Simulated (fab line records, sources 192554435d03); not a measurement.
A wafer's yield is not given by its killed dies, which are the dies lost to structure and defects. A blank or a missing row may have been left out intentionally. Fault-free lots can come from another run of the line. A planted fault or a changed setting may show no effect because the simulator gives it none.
Which tool is to blame? ; flow n5-finfet ; Sampling: 8 lots, 24 wafers, 8 of 1938 route steps

## WHAT THE GAUGES SHOWED, per wafer
N5_ZERO_LAYER_INSPECT_20: inspects for defects (darkfield). Usual: 36 for raw-defect-count, sd 17.
lot;measured;on;raw-defect-count;flag
L309;day 1 19:16;defect-inspect-01;24 15 23;
L315;day 3 07:23;defect-inspect-01;38 63 26;
L317;day 3 19:23;defect-inspect-02;35 80 62;
L321;day 4 19:17;defect-inspect-02;47 60 37;
L322;day 5 01:23;defect-inspect-01;14 21 27;
L323;day 5 07:36;defect-inspect-02;36 752 43;OFF
L324;day 5 13:42;defect-inspect-02;778 34 779;OFF
L327;day 6 07:15;defect-inspect-01;63 68 25;

N5_WELL_APT_INSPECT_10: inspects for defects (macro). Usual: 2.0 for raw-defect-count, sd 1.5.
lot;measured;on;raw-defect-count;flag
L309;day 1 19:37;defect-inspect-01;1 2 2;
L315;day 3 07:44;defect-inspect-01;3 1 1;
L317;day 3 19:44;defect-inspect-01;5 2 0;
L321;day 4 19:46;defect-inspect-02;3 2 3;
L322;day 5 01:44;defect-inspect-02;0 2 5;
L323;day 5 08:05;defect-inspect-02;6 >300 4;
L324;day 5 14:04;defect-inspect-01;>300 0 >300;
L327;day 6 07:37;defect-inspect-02;2 5 0;

N5_WELL_APT_INSPECT_38: inspects for defects (darkfield). Usual: 14 for raw-defect-count, sd 4.9.
lot;measured;on;raw-defect-count;flag
L309;day 1 22:35;defect-inspect-02;5 9 14;
L315;day 3 11:07;defect-inspect-02;14 13 21;
L317;day 3 23:14;defect-inspect-02;19 23 12;
L321;day 4 22:42;defect-inspect-02;17 9 12;
L322;day 5 04:59;defect-inspect-01;21 21 24;
L323;day 5 11:11;defect-inspect-02;10 748 15;OFF
L324;day 5 17:00;defect-inspect-01;753 11 738;OFF
L327;day 6 10:50;defect-inspect-02;16 22 7;

N5_FIN_SAQP_THK_MEAS_07. Usual: 60.0 nm for thk-nm, sd 0.74.
lot;measured;on;thk-nm (nm);flag
L309;day 2 04:13;film-metro-01;59.6 60.3 60.1;
L315;day 3 15:46;film-metro-02;58.7 59.4 60.9;
L317;day 4 04:19;film-metro-02;59.9 60.8 61.1;
L321;day 5 04:19;film-metro-02;59.7 59.5 60.6;
L322;day 5 09:05;film-metro-01;58.6 61.2 60.1;
L323;day 5 15:25;film-metro-02;60.1 61.5 60.5;
L324;day 5 21:01;film-metro-01;58.8 60.3 60.7;
L327;day 6 15:51;film-metro-02;60.2 60.1 61.8;

N5_BEOL_M4_RC_MEAS_101. Usual: DIBL_N 35.8 mV/V, standard deviation 1.8; DIBL_P 35.9 mV/V, standard deviation 2.2; IOFF_N 0.16 nA/um, standard deviation 0.035; IOFF_P 0.21 nA/um, standard deviation 0.04; ION_N 672 uA/um, standard deviation 11; ION_P 461 uA/um, standard deviation 7.4; SS_N 71.4 mV/dec, standard deviation 0.64; SS_P 73.2 mV/dec, standard deviation 0.67; VT_N 250 mV, standard deviation 3.5; VT_P -251 mV, standard deviation 3.4.
lot;measured;on;DIBL_N (mV/V);DIBL_P (mV/V);IOFF_N (nA/um);IOFF_P (nA/um);ION_N (uA/um);ION_P (uA/um);SS_N (mV/dec);SS_P (mV/dec);VT_N (mV);VT_P (mV);flag
L309;day 8 15:25;prober-01;34.9 32.9 34.9;36.2 34.3 36.9;0.17 0.14 0.17;0.23 0.20 0.25;675 669 677;468 463 476;71.4 71.4 71.0;74.0 72.7 72.8;247 250 245;-246 -250 -246;
L315;day 9 17:13;prober-01;36.0 39.2 38.9;35.7 39.2 39.0;0.15 0.21 0.20;0.20 0.27 0.25;665 683 676;462 468 470;71.5 72.0 72.2;72.8 74.2 73.1;254 251 248;-250 -248 -250;
L317;day 10 02:31;prober-01;37.6 34.9 38.6;38.2 34.9 38.6;0.20 0.14 0.20;0.24 0.19 0.25;682 667 682;460 458 465;72.5 71.6 72.4;74.0 72.9 73.3;248 252 247;-248 -252 -247;
L321;day 11 16:23;prober-02;35.2 37.3 37.5;34.5 37.3 38.5;0.14 0.16 0.18;0.18 0.22 0.25;667 684 682;459 467 465;70.5 71.4 71.2;72.1 72.6 73.1;252 250 246;-250 -250 -249;
L322;day 11 19:51;prober-02;34.3 37.1 35.0;34.6 38.2 35.8;0.13 0.19 0.15;0.21 0.28 0.23;658 664 669;462 464 470;71.3 71.2 70.5;73.0 73.7 72.3;253 247 249;-249 -246 -246;
L323;day 12 13:22;prober-02;37.4 39.5 34.0;36.8 40.4 33.2;0.21 0.25 0.13;0.27 0.34 0.20;697 702 667;478 486 462;71.8 72.1 70.4;73.6 73.8 72.5;245 242 252;-244 -243 -247;
L324;day 12 01:48;prober-02;31.7 34.5 33.8;31.2 35.6 34.5;0.09 0.13 0.12;0.13 0.19 0.18;654 667 667;456 461 469;70.2 70.7 70.6;71.9 73.1 72.2;258 251 251;-256 -251 -251;
L327;day 12 20:54;prober-01;37.0 37.4 36.3;36.5 37.5 36.1;0.16 0.17 0.17;0.22 0.26 0.22;673 670 671;455 462 463;71.6 71.8 71.5;73.1 74.1 73.4;251 248 250;-249 -245 -247;

## WHAT TOOL EACH LOT RAN ON (gives the tool, then ch and the chambers of the sampled wafers, and finally the start)
lot;N5_ZERO_LAYER_STRIP_24;N5_PMOS_HMC_CHANNEL_EPI_ETCH_38;N5_PMOS_HMC_CHANNEL_EPI_CMP_21
L309;plasma-asher-02 ch 0,1, day 1 18:55;rie-si-05 ch 0,3, day 1 23:33;cmp-04 ch 1,2, day 2 01:29
L315;plasma-asher-01 ch 0,1, day 3 07:01;rie-si-02 ch 0,2,3, day 3 11:58;cmp-02 ch 0,1,3, day 3 13:58
L317;plasma-asher-02 ch 0,1, day 3 19:01;rie-si-05 ch 1,2, day 4 00:12;cmp-04 ch 0,3, day 4 01:47
L321;plasma-asher-01 ch 0,1, day 4 18:55;rie-si-02 ch 0,2,3, day 4 23:41;cmp-02 ch 0,2,3, day 5 02:37
L322;plasma-asher-01 ch 0, day 5 01:01;rie-si-02 ch 0,3, day 5 05:50;cmp-03 ch 1,3, day 5 07:21
L323;plasma-asher-02 ch 0,1, day 5 07:15;rie-si-01 ch 0,1, day 5 12:10;cmp-03 ch 0,1,2, day 5 13:46
L324;plasma-asher-02 ch 0,1, day 5 13:22;rie-si-05 ch 0,1,2, day 5 17:52;cmp-03 ch 0,2,3, day 5 19:23
L327;plasma-asher-01 ch 0,1, day 6 06:53;rie-si-05 ch 0,1,2, day 6 11:50;cmp-04 ch 1,2,3, day 6 14:12
- N5_ZERO_LAYER_STRIP_24: strips in O2.
- N5_PMOS_HMC_CHANNEL_EPI_ETCH_38: etches SiO2 in CF4, target depth 1.5 nm.
- N5_PMOS_HMC_CHANNEL_EPI_CMP_21: polishes SiGe30, target thk 54 nm.

## WHAT THE TOOLS THEMSELVES READ (means of the sampled wafers that have a number; where no wafer has one, the mark that the record gives instead)
N5_ZERO_LAYER_STRIP_24. Usual: drypump-motor-current-A 5.7 A, standard deviation 0.37; heater-power-w 344 W, standard deviation 12; oes-product-au 0.647 a.u., standard deviation 0.0049; strip-time-to-endpoint-s 43.86 s, standard deviation 0.079.
lot;tool;drypump-motor-current-A (A);heater-power-w (W);oes-product-au (a.u.);strip-time-to-endpoint-s (s);flag
L309;plasma-asher-02;5.8;353;0.653;43.70;
L315;plasma-asher-01;5.7;346;0.646;43.86;
L317;plasma-asher-02;6.1;342;0.647;43.83;
L321;plasma-asher-01;5.7;350;0.648;43.87;
L322;plasma-asher-01;5.2;334;0.650;43.83;
L323;plasma-asher-02;6.0;340;0.648;43.77;
L324;plasma-asher-02;5.9;345;0.641;43.79;
L327;plasma-asher-01;5.7;347;0.647;43.86;

N5_PMOS_HMC_CHANNEL_EPI_ETCH_38. Usual: drypump-motor-current-A 5.6 A, standard deviation 0.53; he-backside-leak-sccm 2.7 sccm, standard deviation 0.32; oes-product-au 1.004 a.u., standard deviation 0.017; throttle-valve-pct 21.78 %, standard deviation 0.25.
lot;tool;drypump-motor-current-A (A);he-backside-leak-sccm (sccm);oes-product-au (a.u.);throttle-valve-pct (%);flag
L309;rie-si-05;5.2;2.7;1.006;21.79;
L315;rie-si-02;5.7;2.5;1.029;21.78;
L317;rie-si-05;5.4;2.8;0.996;21.83;
L321;rie-si-02;5.8;2.6;1.021;21.79;
L322;rie-si-02;5.3;2.7;1.018;21.59;
L323;rie-si-01;5.6;2.8;1.004;21.73;
L324;rie-si-05;5.3;2.8;0.998;21.92;
L327;rie-si-05;5.3;2.8;1.002;21.92;

N5_PMOS_HMC_CHANNEL_EPI_CMP_21. Usual: motor-current-A 11.8 A, standard deviation 1.5; pad-life-wafers 892, standard deviation 680.
lot;tool;motor-current-A (A);pad-life-wafers;flag
L309;cmp-04;12.1;1296;
L315;cmp-02;11.0;698;
L317;cmp-04;12.3;1646;
L321;cmp-02;11.0;1003;
L322;cmp-03;10.9;271;
L323;cmp-03;12.9;350;
L324;cmp-03;12.6;404;
L327;cmp-04;11.6;110;

## THE ANSWER, worked out from the rows above alone
Rule: a lot is off if the mean of its wafers that have a number lies more than 3 standard deviations from the usual mean. Also off: a lot with no number at a reading for which 4 or more lots have one. Where the step has rows for the other lots, those lots are counted as sound. Order of review: gauges by route order, followed by the tools' own readings, for which a lot's mean as printed above is used. The first step at which some lot is off is used, and at that step the reading that is off furthest; a lot without a number counts as furthest.
Off: L323, L324 (N5_ZERO_LAYER_INSPECT_20, raw-defect-count).
If a tool, at a process step before that reading, ran all the lots that are off and no sound lot after the first of them, it fits. The gauges at N5_ZERO_LAYER_INSPECT_20 are tried like those tools. Can't be told from this: 2 tools fit, plasma-asher-02 at N5_ZERO_LAYER_STRIP_24, defect-inspect-02 at N5_ZERO_LAYER_INSPECT_20.

## WHAT THE SIMULATOR PUT IN
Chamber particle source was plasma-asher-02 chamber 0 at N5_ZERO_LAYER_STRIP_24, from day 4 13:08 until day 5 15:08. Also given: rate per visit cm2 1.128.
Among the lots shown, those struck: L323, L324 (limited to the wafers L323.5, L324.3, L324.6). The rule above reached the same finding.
